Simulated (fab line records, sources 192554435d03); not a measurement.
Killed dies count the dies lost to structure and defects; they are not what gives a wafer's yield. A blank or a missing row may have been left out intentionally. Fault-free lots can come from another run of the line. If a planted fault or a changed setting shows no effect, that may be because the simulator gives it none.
Chamber matching | flow n5Finfet | 4 sister chambers for N5_MOL_CONTACT_COAG_ETCH_65 on rieDiel-04
The step etches underlayer in N2/H2, target depth 13 nm, time 10.4 s. 8 wafers are shown with their chamber, then 9 later ones without.

== EACH WAFER AND ITS CHAMBER ==
wafer  | chamber | oesProductAu (a.u.) | throttleValvePct (%)
L082.1 | 2       | 0.61                | 17.60
L085.4 | 3       | 0.70                | 17.86
L085.6 | 3       | 0.71                | 17.84
L086.4 | 2       | 0.61                | 17.62
L086.6 | 1       | 0.57                | 18.26
L087.2 | 0       | 0.68                | 17.61
L087.4 | 1       | 0.57                | 18.29
L087.6 | 0       | 0.67                | 17.65

== WAFERS WHOSE CHAMBER IS MISSING ==
wafer  | oesProductAu (a.u.) | throttleValvePct (%)
L088.2 | 0.67                | 17.63
L088.4 | 0.67                | 17.61
L088.6 | 0.56                | 18.29
L092.2 | 0.69                | 17.87
L092.3 | 0.59                | 17.64
L092.5 | 0.66                | 17.66
L095.1 | 0.68                | 17.88
L095.2 | 0.80                | 17.87
L095.3 | 0.66                | 17.67

== CHAMBER TAKEN BY EACH ==
wafer  | from the rows above | in truth
L088.2 | 0                   | 0
L088.4 | 0                   | 0
L088.6 | 1                   | 1
L092.2 | 3                   | 3
L092.3 | 2                   | 2
L092.5 | 0                   | 0
L095.1 | 3                   | 3
L095.2 | 3                   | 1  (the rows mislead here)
L095.3 | 0                   | 0
Placed correctly: 8 of 9. Can't be placed from these rows: 0. Number placed wrongly: 1.
How it was worked out, from the rows above alone: a wafer's distance from a chamber is the root of the sum, over the readings, of the square of ((its reading less the chamber's mean) divided by the reading's scatter). If the next closest chamber is less than 2 further off than the closest, the wafer can't be placed; otherwise it belongs to the closest. Each chamber's mean is taken over the wafers shown for it. How the scatter is found: for the shown wafers, subtract from each reading the mean of its chamber, square and add these, divide the total by (wafers less chambers), then take the root.
